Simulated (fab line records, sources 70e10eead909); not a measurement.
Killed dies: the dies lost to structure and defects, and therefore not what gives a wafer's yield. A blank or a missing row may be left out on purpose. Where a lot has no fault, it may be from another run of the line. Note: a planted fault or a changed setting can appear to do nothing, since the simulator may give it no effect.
What tool caused it? | flow nandHarc | 18 wafers from 6 lots sampled at 3 of the route's 1159 steps

WHAT EACH GAUGE READ, for each wafer
NHARC_A_ONON_D1_THK_MEAS_02: measures by ellipsometry.
lot  | measured     | on           | thkNm (nm)
L861 | day 7 20:08  | filmMetro-02 | 992 991 991
L864 | day 8 20:41  | filmMetro-01 | 975 976 975
L867 | day 9 09:40  | filmMetro-01 | 981 980 981
L871 | day 10 16:00 | filmMetro-02 | 607 608 605
L876 | day 12 00:20 | filmMetro-02 | 995 995 994
L881 | day 12 22:58 | filmMetro-02 | 1001 1002 1001

WHICH TOOL RAN EACH LOT (tool, then ch and the chambers of the sampled wafers, then the start)
lot  | NHARC_A_ZERO_WELL_DESCUM_12       | NHARC_A_ONON_D1_DEP_00
L861 | rieDiel-10 ch 1,2, day 6 23:38    | pecvdOnon-04 ch 0, day 7 19:37
L864 | rieDiel-08 ch 1,2,3, day 7 21:40  | pecvdOnon-02 ch 0, day 8 20:14
L867 | rieDiel-08 ch 1,2,3, day 8 09:38  | pecvdOnon-04 ch 0, day 9 09:16
L871 | rieDiel-10 ch 0,2,3, day 9 18:05  | pecvdOnon-02 ch 0, day 10 15:32
L876 | rieDiel-01 ch 0,1,2, day 11 02:19 | pecvdOnon-01 ch 0, day 11 23:56
L881 | rieDiel-01 ch 2,3, day 12 00:28   | pecvdOnon-04 ch 0, day 12 22:34
- NHARC_A_ZERO_WELL_DESCUM_12: chemistry O2, time 3 s.
- NHARC_A_ONON_D1_DEP_00: target thk 1000 nm.

THE ANSWER, worked out from the rows above alone
Rule: the usual values come from the lots themselves. Put in order of their means at a reading, lots are off if they are a third of the lots or fewer, leave a main group of 4 or more, and stand apart from it by a gap of 3 or more times the standard deviation of the main group's means; of several such gaps the widest counts. A main group whose means are all the same, to the digits that the tables above print for the reading, isn't used. A lot without any number at a reading at which 4 lots or more have one is off too. Any other lot the step has rows for is counted as sound.
Off: L871, at NHARC_A_ONON_D1_THK_MEAS_02 (thkNm). The main group: mean 989 nm, standard deviation 9.4.
A tool fits if, at a process step before that reading, it ran every lot that is off, and no sound lot after the first of them. The gauges at NHARC_A_ONON_D1_THK_MEAS_02 are tried like those tools. Can't be told from this: 2 tools fit, rieDiel-10 at NHARC_A_ZERO_WELL_DESCUM_12, pecvdOnon-02 at NHARC_A_ONON_D1_DEP_00.

WHAT THE SIMULATOR HAD INSERTED
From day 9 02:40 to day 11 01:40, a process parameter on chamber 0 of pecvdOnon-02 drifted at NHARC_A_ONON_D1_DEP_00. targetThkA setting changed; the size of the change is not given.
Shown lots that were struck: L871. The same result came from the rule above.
